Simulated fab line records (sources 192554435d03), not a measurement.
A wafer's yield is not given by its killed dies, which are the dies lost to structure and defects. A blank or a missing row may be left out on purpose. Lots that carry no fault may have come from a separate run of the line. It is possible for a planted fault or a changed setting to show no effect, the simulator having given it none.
Chamber matching | flow n5-finfet | N5_BEOL_M2_CO_CAP_55 on cvd-co-01: 3 sister chambers
The step material Co, precursor CCTBA/H2, target thk 2 nm, time 102.1 s. 3 wafers are shown with their chamber, then 12 later ones without.

WAFERS PAIRED WITH THEIR CHAMBERS
wafer  | chamber | heater-power-w (W)
L088.1 | 2       | 259
L088.5 | 0       | 213
L088.6 | 1       | 245

WAFERS WITHOUT THEIR CHAMBER
wafer  | heater-power-w (W)
L091.2 | 260
L091.5 | 248
L091.6 | 259
L093.2 | 257
L093.3 | 243
L093.4 | 216
L094.3 | 239
L094.4 | 253
L094.6 | 213
L097.2 | 218
L097.4 | 261
L097.6 | 217

WHICH CHAMBER EACH ONE RAN IN
wafer  | from the rows above     | in truth
L091.2 | 2                       | 2
L091.5 | 1                       | 1
L091.6 | 2                       | 2
L093.2 | 2                       | 2
L093.3 | 1                       | 1
L093.4 | 0                       | 0
L094.3 | 1                       | 1
L094.4 | can't be placed: 2 or 1 | 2
L094.6 | 0                       | 0
L097.2 | 0                       | 0
L097.4 | 2                       | 2
L097.6 | 0                       | 0
Placed correctly: 11 of 12. These rows do not allow placing 1 (true chamber among the candidates in 1). 0 placed wrongly.
How it was worked out, from the rows above alone: a wafer's distance from a chamber is the root of the sum, over the readings, of the square of ((its reading less the chamber's mean) divided by the reading's scatter). If the next closest chamber is less than 2 further off than the closest, the wafer can't be placed; otherwise it belongs to the closest. Each chamber's mean is taken over the wafers shown for it. The scatter: with one shown wafer a chamber, the root of the mean of the squares of how far each hidden wafer lies from its nearest shown one.
